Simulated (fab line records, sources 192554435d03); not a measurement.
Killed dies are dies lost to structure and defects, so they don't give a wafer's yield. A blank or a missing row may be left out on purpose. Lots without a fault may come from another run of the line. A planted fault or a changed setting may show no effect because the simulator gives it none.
Problem report in the 8D (eight disciplines) form, filled by code | flow n5_finfet | the parts of the form that need people (team, actions taken, sign-off) are left out

1. THE PROBLEM
spin_speed_rpm at N5_BEOL_M5_COAT_74 reads a mean of 1434.9 rpm on 6 wafers of 2 lots; wafers without a fault read 1500.0 rpm with a standard deviation of 1.1. That is -59 standard deviations from the usual mean.
The step: time 60 s, resist thk 5 nm.
First seen on wafer L850.1, day 12 06:02, on litho_track-02. The record holds 12 wafers of 4 lots with a number at this step. Rule for "out", or "out of limits": more than 4 standard deviations from the usual mean. The other wafers with a number count as sound.

2. WHAT IT IS AND WHAT IT IS NOT
question                    | is                     | is not
which readings at this step | spin_speed_rpm         | chill_plate_temp_C, dispense_pressure_kPa
which lots                  | L850, L852             | L839, L849
which wafers of those lots  | all that have a number | -
read on which tools         | litho_track-02         | litho_track-05
when                        | from day 12 06:02      | up to then (6 sound wafers)

3. SUSPECTS, AND WHAT RULES EACH OUT
Counting: a tool at a process step up to the reading stays a suspect if it ran every lot that is out and no sound lot after the first of them.
- litho_track-02 at N5_BEOL_M5_COAT_74 (time 60 s, resist thk 5 nm): kept. It ran every lot that is out, first L850 (day 12 06:02), and no sound lot after that; its last sound lot up to then is L839 (day 9 10:52). Its own readings are out on those wafers: spin_speed_rpm.
Left after counting: litho_track-02 at N5_BEOL_M5_COAT_74.

4. THE CAUSE (what the simulator had put in)
Process parameter drift: litho_track-02, from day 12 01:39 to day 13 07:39, at N5_BEOL_M5_COAT_74. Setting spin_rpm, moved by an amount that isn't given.
Counting left only this tool.

5. THE CHAIN OF EFFECTS, in route order
Each row: a reading whose mean over the struck wafers that have a number lies more than 3 standard deviations from the usual. Only readings for which the record gives a usual standard deviation are gone through. hours: the time from each lot's start at the first step in this table that gives one to its start at this step, as a median over the lots. sigmas: the change in usual standard deviations.
hours | step               | reading        | usual      | on struck wafers | change | sigmas
0     | N5_BEOL_M5_COAT_74 | spin_speed_rpm | 1500.0 rpm | 1434.9           | -65.1  | -59
The process steps in it:
- N5_BEOL_M5_COAT_74: time 60 s, resist thk 5 nm.

6. WHAT WOULD HAVE CAUGHT IT SOONER
In this record the first reading out of limits was taken at day 12 06:02, 4 hours after the fault began at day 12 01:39.
